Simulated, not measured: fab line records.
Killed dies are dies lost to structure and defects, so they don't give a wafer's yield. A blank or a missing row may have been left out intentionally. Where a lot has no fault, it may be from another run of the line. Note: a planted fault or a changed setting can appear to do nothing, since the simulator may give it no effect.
Chamber matching || flow n5-finfet || 4 sister chambers for N5_BEOL_M1_STRIP_19 on rie-diel-06
The step strips in O2. 4 wafers are shown with their chamber, then 12 later ones without.

## WAFERS, EACH WITH ITS CHAMBER
{"wafer": "L084.5", "chamber": 0, "throttle-valve-pct (%)": 16.44}
{"wafer": "L086.1", "chamber": 3, "throttle-valve-pct (%)": 16.91}
{"wafer": "L086.2", "chamber": 2, "throttle-valve-pct (%)": 16.56}
{"wafer": "L086.3", "chamber": 1, "throttle-valve-pct (%)": 17.11}

## WAFERS WITHOUT THEIR CHAMBER
{"wafer": "L086.4", "throttle-valve-pct (%)": 16.43}
{"wafer": "L086.5", "throttle-valve-pct (%)": 16.93}
{"wafer": "L086.6", "throttle-valve-pct (%)": 16.44}
{"wafer": "L087.1", "throttle-valve-pct (%)": 16.91}
{"wafer": "L087.4", "throttle-valve-pct (%)": 16.43}
{"wafer": "L087.6", "throttle-valve-pct (%)": 17.11}
{"wafer": "L092.1", "throttle-valve-pct (%)": 16.93}
{"wafer": "L092.2", "throttle-valve-pct (%)": 16.57}
{"wafer": "L092.6", "throttle-valve-pct (%)": 16.56}
{"wafer": "L094.1", "throttle-valve-pct (%)": 17.14}
{"wafer": "L094.2", "throttle-valve-pct (%)": 16.48}
{"wafer": "L094.3", "throttle-valve-pct (%)": 16.92}

## CHAMBER TAKEN BY EACH
{"wafer": "L086.4", "from the rows above": 0, "in truth": 0}
{"wafer": "L086.5", "from the rows above": 3, "in truth": 3}
{"wafer": "L086.6", "from the rows above": 0, "in truth": 0}
{"wafer": "L087.1", "from the rows above": 3, "in truth": 3}
{"wafer": "L087.4", "from the rows above": 0, "in truth": 0}
{"wafer": "L087.6", "from the rows above": 1, "in truth": 1}
{"wafer": "L092.1", "from the rows above": 3, "in truth": 3}
{"wafer": "L092.2", "from the rows above": 2, "in truth": 2}
{"wafer": "L092.6", "from the rows above": 2, "in truth": 2}
{"wafer": "L094.1", "from the rows above": 1, "in truth": 1}
{"wafer": "L094.2", "from the rows above": 0, "in truth": 0}
{"wafer": "L094.3", "from the rows above": 3, "in truth": 3}
12 of 12 placed correctly. Not placeable from these rows: 0. Number placed wrongly: 0.
How it was worked out, from the rows above alone: a wafer's distance from a chamber is the root of the sum, over the readings, of the square of ((its reading less the chamber's mean) divided by the reading's scatter). If the next closest chamber is less than 2 further off than the closest, the wafer can't be placed; otherwise it belongs to the closest. Each chamber's mean is taken over the wafers shown for it. The scatter (one wafer shown for each chamber): square how far every hidden wafer sits from the nearest shown wafer, average those squares and take the square root.
